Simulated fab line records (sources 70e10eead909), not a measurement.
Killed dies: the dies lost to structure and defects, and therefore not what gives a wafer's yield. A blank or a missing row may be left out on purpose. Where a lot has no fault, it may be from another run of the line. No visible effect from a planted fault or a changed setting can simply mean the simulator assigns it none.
Chamber matching | flow nand harc | NHARC_A_STAIRCASE_DEP_322 on pecvd-03: 3 sister chambers
The step deposits SiO2, target thk 3800 nm. 3 wafers are shown with their chamber, then 8 later ones without.

== EACH WAFER AND ITS CHAMBER ==
wafer  | chamber | heater power w (W)
L081.1 | 2       | 713
L086.2 | 0       | 535
L089.1 | 1       | 790

== WAFERS MISSING THEIR CHAMBER ==
wafer  | heater power w (W)
L089.3 | 685
L089.6 | 528
L091.1 | 694
L091.2 | 618
L091.3 | 766
L094.2 | 713
L094.4 | 512
L094.5 | 681

== EACH ONE'S CHAMBER ==
wafer  | from the rows above     | in truth
L089.3 | 2                       | 2
L089.6 | 0                       | 0
L091.1 | 2                       | 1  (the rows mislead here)
L091.2 | can't be placed: 0 or 2 | 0
L091.3 | can't be placed: 1 or 2 | 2
L094.2 | 2                       | 2
L094.4 | 0                       | 0
L094.5 | 2                       | 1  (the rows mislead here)
Placed correctly: 4 of 8. Unplaceable from these rows: 2, with the true chamber sitting among the candidates in 2. Placed wrongly: 2.
How it was worked out, from the rows above alone: a wafer's distance from a chamber is the root of the sum, over the readings, of the square of ((its reading less the chamber's mean) divided by the reading's scatter). The wafer belongs to the nearest chamber; if the next one is less than 2 further off, it can't be placed. The mean given for a chamber averages the wafers shown for that chamber. The scatter (one wafer shown for each chamber): square how far every hidden wafer sits from the nearest shown wafer, average those squares and take the square root.
